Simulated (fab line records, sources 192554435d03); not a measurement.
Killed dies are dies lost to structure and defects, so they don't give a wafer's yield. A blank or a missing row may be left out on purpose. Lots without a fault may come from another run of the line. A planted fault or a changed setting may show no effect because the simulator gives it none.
Chamber matching | flow n5_finfet | N5_FIN_SAQP_HM_DEP_03 on pecvd-02: 3 sister chambers
The step deposits SiNx from SiH4/NH3/N2, target thk 38 nm, time 33.6 s. 18 wafers are shown with their chamber, then 9 later ones without.

WAFERS WITH THEIR CHAMBER
wafer  | chamber | throttle_valve_pct (%) | showerhead_plenum_p_Torr (Torr) | heater_power_w (W)
L075.3 | 1       | 40.0                   | 5.19                            | 978
L075.4 | 0       | 37.4                   | 5.10                            | 663
L075.5 | 1       | 40.4                   | 5.21                            | 945
L079.1 | 2       | 38.9                   | 5.07                            | 800
L079.2 | 1       | 40.5                   | 5.18                            | 951
L079.4 | 2       | 38.5                   | 5.05                            | 817
L081.2 | 2       | 38.7                   | 5.06                            | 819
L081.4 | 2       | 38.6                   | 5.07                            | 813
L081.6 | 1       | 40.8                   | 5.18                            | 991
L085.2 | 2       | 38.8                   | 5.06                            | 834
L085.4 | 2       | 39.0                   | 5.08                            | 824
L085.5 | 1       | 40.8                   | 5.20                            | 1021
L086.1 | 0       | 37.4                   | 5.11                            | 572
L086.3 | 2       | 39.0                   | 5.06                            | 788
L086.5 | 1       | 40.6                   | 5.20                            | 1038
L088.2 | 0       | 37.5                   | 5.10                            | 641
L088.5 | 0       | 37.4                   | 5.11                            | 656
L088.6 | 2       | 38.8                   | 5.08                            | 853

SIGNATURES (means of the wafers above)
reading                  | chamber 0 | chamber 1 | chamber 2 | scatter within a chamber
throttle_valve_pct       | 37.425    | 40.517    | 38.788    | 0.214
showerhead_plenum_p_Torr | 5.1050    | 5.1933    | 5.0663    | 0.0104
heater_power_w           | 633.00    | 987.33    | 818.50    | 31.5
Rule: a wafer's distance from a chamber is the root of the sum, over the readings, of the square of ((its reading less the chamber's mean) divided by the reading's scatter). The wafer belongs to the nearest chamber; if the next one is less than 2 further off, it can't be placed. The scatter: the root of (the sum of the squares of (reading less its chamber's mean) over the shown wafers, divided by (wafers less chambers)).

WAFERS WITHOUT THEIR CHAMBER
wafer  | throttle_valve_pct (%) | showerhead_plenum_p_Torr (Torr) | heater_power_w (W)
L089.4 | 40.8                   | 5.18                            | 912
L089.5 | 39.0                   | 5.07                            | 763
L089.6 | 37.1                   | 5.10                            | 652
L090.1 | 40.5                   | 5.20                            | 1018
L090.3 | 37.5                   | 5.11                            | 714
L090.5 | 40.5                   | 5.18                            | 1018
L097.1 | 40.4                   | 5.19                            | 997
L097.5 | 40.4                   | 5.17                            | 1027
L097.6 | 39.2                   | 5.07                            | 843

WHICH CHAMBER EACH WENT THROUGH
wafer  | from the rows above | in truth
L089.4 | 1                   | 1
L089.5 | 2                   | 2
L089.6 | 0                   | 0
L090.1 | 1                   | 1
L090.3 | 0                   | 0
L090.5 | 1                   | 1
L097.1 | 1                   | 1
L097.5 | 1                   | 1
L097.6 | 2                   | 2
Placed correctly: 9 of 9. Can't be placed from these rows: 0. Placed wrongly: 0.
